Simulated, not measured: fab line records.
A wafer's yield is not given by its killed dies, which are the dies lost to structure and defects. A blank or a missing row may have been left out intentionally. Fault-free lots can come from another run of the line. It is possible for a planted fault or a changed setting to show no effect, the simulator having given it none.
Matching of chambers | flow nand harc | rie diel-10 running NHARC_A_CHANNEL_HOLE_D1_ETCH_44: 4 sister chambers
The step etches the open film in CF4/O2, target depth 140 nm, overetch 14 nm, time 77 s. 4 wafers are shown with their chamber, then 7 later ones without.

== EACH WAFER AND ITS CHAMBER ==
wafer  | chamber | drypump motor current A (A)
L302.2 | 1       | 5.6
L303.1 | 0       | 6.0
L303.4 | 2       | 4.9
L305.4 | 3       | 6.3

== WAFERS WHOSE CHAMBER IS MISSING ==
wafer  | drypump motor current A (A)
L305.6 | 6.3
L311.2 | 5.6
L311.4 | 6.3
L311.5 | 6.4
L313.2 | 5.6
L313.3 | 6.0
L313.6 | 4.9

== CHAMBER TAKEN BY EACH ==
wafer  | from the rows above | in truth
L305.6 | 3                   | 3
L311.2 | 1                   | 1
L311.4 | 3                   | 3
L311.5 | 3                   | 3
L313.2 | 1                   | 1
L313.3 | 0                   | 0
L313.6 | 2                   | 2
Correctly placed: 7 of 7. Number that these rows cannot place: 0. Wrongly placed: 0.
How it was worked out, from the rows above alone: a wafer's distance from a chamber is the root of the sum, over the readings, of the square of ((its reading less the chamber's mean) divided by the reading's scatter). The wafer belongs to the nearest chamber; if the next one is less than 2 further off, it can't be placed. A chamber's mean is the mean of its shown wafers. The scatter: with one shown wafer a chamber, the root of the mean of the squares of how far each hidden wafer lies from its nearest shown one.
